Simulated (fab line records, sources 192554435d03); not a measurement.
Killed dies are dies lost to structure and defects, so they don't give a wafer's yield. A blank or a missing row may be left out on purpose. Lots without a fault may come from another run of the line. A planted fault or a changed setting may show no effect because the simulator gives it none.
A struck lot beside a sound one | flow n5_finfet | 43 steps out of a route of 1938
Sound: wafers L115.2, L115.4, L115.5. Struck: wafer L122.3. (L122.2, L122.5 of the same lot were not struck and are left out.) The cause comes at the end.
At each step with rows: each side's tool, then ch and its chambers, then its first start. Under that, the readings that differ: sound wafers | struck wafers | difference of the means | sigmas: that difference in standard deviations of wafers without a fault.
alike: readings whose means differ by less than 2 such deviations, and words and numbers that are the same on both sides. not compared: withheld readings, readings that some wafer has no value for, bounds like >300 that may hide the same value, and numbers for which the record gives no deviation and whose values overlap.
The two part at a step that has a row with sigmas, a row that says differs or no value, or rows on one side only. Numbers that don't overlap but have no deviation are shown without sigmas and don't part them. A reading that every wafer of one side lacks parts them only if that side has two wafers or more.

first, 11 steps without rows for these wafers: N5_BEOL_M4_DESCUM_33 (chemistry O2, time 7 s); N5_BEOL_M4_ETCH_77 (etches underlayer in N2/H2, target depth 6.5 nm, time 5.2 s); N5_BEOL_M4_ETCH_69 (etches SiARC in CF4, target depth 15.6 nm, time 26 s); N5_BEOL_M4_ALD_98 (deposits SiO2, target thk 2.5 nm, pulse time 1 s, co reactant pulse time 1 s); N5_BEOL_M4_ETCHBACK_99 (etches SiO2 in CHF3, target depth 5 nm, time 10.4 s); N5_BEOL_M4_ETCH_70 (etches SOC in N2/H2, target depth 80 nm, overetch 24 nm, time 130 s); N5_BEOL_M4_STRIP_71 (strips in N2/H2); N5_BEOL_M4_STRIP_78 (strips in N2/H2); N5_BEOL_M4_VIA_ETCH_34 (etches the open film in C4F6/O2, target depth 69.4 nm, time 65.9 s); N5_BEOL_M4_STRIP_83 (strips in C4F6/O2); N5_BEOL_M4_STRIP_36 (strips in N2/H2).
N5_BEOL_M4_TRENCH_ETCH_37: etches SiOC in C4F6/O2, target depth 55.555 nm, time 29.2 s.
  sound on rie_diel-06 ch 1,2, day 9 10:27; struck on rie_diel-06 ch 2, day 11 07:13
  reading                             | sound             | struck | difference | sigmas
  rf_fwd_power_W (W)                  | 349.9 351.6 349.9 | 267.6  | -82.9      | -55
  rf_vpp_V (V)                        | 666 673 673       | 775    | +104       | +6
  model.etch.depth_nm (nm)            | 56.86 58.24 57.94 | 51.53  | -6.15      |
  model.BEOL_M4.feature_depth_nm (nm) | 56.8 58.2 58      | 51.6   | -6.1       |
  alike: drypump_motor_current_A, oes_product_au, showerhead_plenum_p_Torr, throttle_valve_pct
  not compared: rf_hours_counter_h
then, 2 steps without rows for these wafers: N5_BEOL_M4_ETCH_41 (etches SiCN in CH3F/O2, target depth 29.9 nm, time 52.5 s); N5_BEOL_M4_STRIP_97 (strips in N2/H2, time 10 s).
N5_BEOL_M4_OCD_MEAS_38:
  sound on ocd-01, day 9 10:37; struck on ocd-02, day 11 07:22
  reading              | sound          | struck | difference | sigmas
  trench_depth_nm (nm) | 57.0 58.7 58.3 | 50.9   | -7.1       | -5
then, 25 steps without rows for these wafers: N5_BEOL_M4_HM_STRIP_39 (strips TiN in peroxide tin strip, target depth 25 nm, time 158 s); N5_BEOL_M4_SRD_40 (time 30 s); N5_BEOL_M4_PRECLEAN_42 (cleans in residue remover, time 60 s); N5_BEOL_M4_SRD_43 (time 30 s); N5_BEOL_M4_DEGAS_44 (time 60 s); N5_BEOL_M4_PRE_CLEAN_45 (time 30 s); N5_BEOL_M4_ALD_84 (deposits TaN, pulse time 2 s, purge time 3 s, co reactant purge time 2 s); N5_BEOL_M4_SURFACE_TREAT_85; N5_BEOL_M4_CVD_47 (deposits Co from CCTBA/H2, target thk 3 nm, time 223.8 s); N5_BEOL_M4_SPUTTER_48 (material Cu, target thk 4.5 nm, time 8.29 s); N5_BEOL_M4_ANNEAL_49 (time 240 s); N5_BEOL_M4_SPUTTER_79 (material Cu, target thk 4.5 nm, time 8.29 s); N5_BEOL_M4_ANNEAL_80 (time 240 s); N5_BEOL_M4_SPUTTER_81 (material Cu, target thk 4.5 nm, time 8.29 s); N5_BEOL_M4_ANNEAL_82 (time 240 s); N5_BEOL_M4_SPUTTER_86 (material Cu, target thk 4.5 nm, time 8.29 s); N5_BEOL_M4_ANNEAL_87 (time 240 s); N5_BEOL_M4_SPUTTER_88 (material Cu, target thk 4.5 nm, time 8.29 s); N5_BEOL_M4_ANNEAL_89 (time 240 s); N5_BEOL_M4_SPUTTER_90 (material Cu, target thk 4.5 nm, time 8.29 s); N5_BEOL_M4_ANNEAL_91 (time 240 s); N5_BEOL_M4_SPUTTER_92 (material Cu, target thk 4.5 nm, time 8.29 s); N5_BEOL_M4_ANNEAL_93 (time 240 s); N5_BEOL_M4_SPUTTER_94 (material Cu, target thk 4.5 nm, time 8.29 s); N5_BEOL_M4_ANNEAL_95 (time 240 s).
N5_BEOL_M4_CMP_52: polishes, stops on SiOC, t overpolish 6.8 s, target thk 40 nm.
  sound on cmp-02 ch 0,3, day 9 14:26; struck on cmp-02 ch 1, day 11 12:10
  reading                                | sound        | struck | difference | sigmas
  model.Cu_of_BEOL_M4_ECD_50.thk_nm (nm) | 42.4 41 39.8 | 35     | -6         |
  alike: barrier_field_endpoint_s, motor_current_A, overpolish_run_s, slurry_filter_dp_kPa, time_to_endpoint_s
N5_BEOL_M4_RC_MEAS_101:
  sound on prober-01 ch 0, day 9 15:09; struck on prober-02 ch 0, day 11 12:56
  alike: DIBL_N, DIBL_P, IOFF_N, IOFF_P, ION_N, ION_P, SS_N, SS_P, VT_N, VT_P
N5_PASSIVATION_PROBE_49:
  the record has rows for the sound wafers here (prober-01, day 14 12:43) and none for the struck ones

WHERE THEY PART
First at N5_BEOL_M4_TRENCH_ETCH_37; last, within this record, at N5_PASSIVATION_PROBE_49.

WHY: what the simulator had put in
Process parameter drift: rie_diel-06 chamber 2, from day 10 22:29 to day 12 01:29, at N5_BEOL_M4_TRENCH_ETCH_37. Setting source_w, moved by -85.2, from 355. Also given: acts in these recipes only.
